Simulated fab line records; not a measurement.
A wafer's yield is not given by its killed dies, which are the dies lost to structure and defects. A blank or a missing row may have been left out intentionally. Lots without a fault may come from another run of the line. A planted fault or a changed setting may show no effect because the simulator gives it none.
Which of the tools did it? + flow n5 finfet + 15 lots, 45 wafers sampled, at 2 steps of a route of 1938

== WHAT THE GAUGES SHOWED, per wafer ==
N5_BEOL_M10_INSPECT_58: inspects for defects (darkfield). Usual: raw defect count 70, standard deviation 23.
| lot  | measured     | on                | raw defect count | flag |
|------|--------------|-------------------|------------------|------|
| L137 | day 9 09:07  | defect inspect-02 | 70 103 90        |      |
| L140 | day 10 10:31 | defect inspect-01 | 60 95 74         |      |
| L138 | day 11 03:20 | defect inspect-02 | 74 73 63         |      |
| L139 | day 11 13:37 | defect inspect-02 | 59 63 61         |      |
| L143 | day 11 16:25 | defect inspect-02 | 118 102 87       |      |
| L142 | day 11 20:45 | defect inspect-01 | 58 75 55         |      |
| L148 | day 13 02:20 | defect inspect-01 | 58 89 110        |      |
| L149 | day 13 12:47 | defect inspect-01 | 97 102 121       |      |
| L150 | day 13 23:54 | defect inspect-01 | 66 79 65         |      |
| L152 | day 14 01:04 | defect inspect-02 | 79 121 97        |      |
| L157 | day 15 08:05 | defect inspect-01 | 60 97 71         |      |
| L155 | day 15 08:31 | defect inspect-02 | 43 36 39         |      |
| L156 | day 15 08:32 | defect inspect-01 | 95 79 76         |      |
| L159 | day 15 22:34 | defect inspect-02 | 65 53 74         |      |
| L160 | day 16 05:04 | defect inspect-01 | 58 104 61        |      |

== TOOL THAT RAN EACH LOT (tool first, then ch and the chambers of the sampled wafers, then the start) ==
| lot  | N5_BEOL_M10_ANNEAL_51            |
|------|----------------------------------|
| L137 | rtp anneal-02 ch 0, day 9 08:22  |
| L140 | rtp anneal-01 ch 0, day 10 09:43 |
| L138 | rtp anneal-01 ch 0, day 11 02:40 |
| L139 | rtp anneal-01 ch 0, day 11 12:52 |
| L143 | rtp anneal-02 ch 0, day 11 15:40 |
| L142 | rtp anneal-02 ch 0, day 11 20:02 |
| L148 | rtp anneal-01 ch 0, day 13 01:38 |
| L149 | rtp anneal-02 ch 0, day 13 12:05 |
| L150 | rtp anneal-02 ch 0, day 13 23:12 |
| L152 | rtp anneal-02 ch 0, day 14 00:19 |
| L157 | rtp anneal-02 ch 0, day 15 07:23 |
| L155 | rtp anneal-01 ch 0, day 15 07:46 |
| L156 | rtp anneal-02 ch 0, day 15 07:47 |
| L159 | rtp anneal-02 ch 0, day 15 21:48 |
| L160 | rtp anneal-01 ch 0, day 16 04:19 |
- N5_BEOL_M10_ANNEAL_51: time 90 s.

== AS READ BY THE TOOLS THEMSELVES (means over the sampled wafers that have a number; for cases with no such wafer, the mark the record gives instead) ==
N5_BEOL_M10_ANNEAL_51. Usual: wafer_temp_C_max 226.0, standard deviation 0.32.
| lot  | tool          | wafer_temp_C_max | flag |
|------|---------------|------------------|------|
| L137 | rtp anneal-02 | 225.8            |      |
| L140 | rtp anneal-01 | 226.0            |      |
| L138 | rtp anneal-01 | 226.1            |      |
| L139 | rtp anneal-01 | 226.0            |      |
| L143 | rtp anneal-02 | 225.8            |      |
| L142 | rtp anneal-02 | 225.9            |      |
| L148 | rtp anneal-01 | 226.5            |      |
| L149 | rtp anneal-02 | 225.6            |      |
| L150 | rtp anneal-02 | 225.9            |      |
| L152 | rtp anneal-02 | 225.8            |      |
| L157 | rtp anneal-02 | 225.6            |      |
| L155 | rtp anneal-01 | 226.2            |      |
| L156 | rtp anneal-02 | 225.8            |      |
| L159 | rtp anneal-02 | 225.8            |      |
| L160 | rtp anneal-01 | 226.3            |      |

== THE ANSWER, worked out from the rows above alone ==
Rule: a lot counts as off when the mean over its wafers that have a number is more than 3 standard deviations away from the usual mean. A lot without any number at a reading at which 4 lots or more have one is off too. Any other lot the step has rows for is counted as sound. The gauges are gone through in route order, then the tools' own readings, and for those a lot's mean is taken as printed above. At the first step where some lot is off, the reading lying furthest off is the one used; lots without a number count as furthest.
No lot is off at any reading shown: from this, nothing can be told.

== WHAT THE SIMULATOR HAD PUT IN ==
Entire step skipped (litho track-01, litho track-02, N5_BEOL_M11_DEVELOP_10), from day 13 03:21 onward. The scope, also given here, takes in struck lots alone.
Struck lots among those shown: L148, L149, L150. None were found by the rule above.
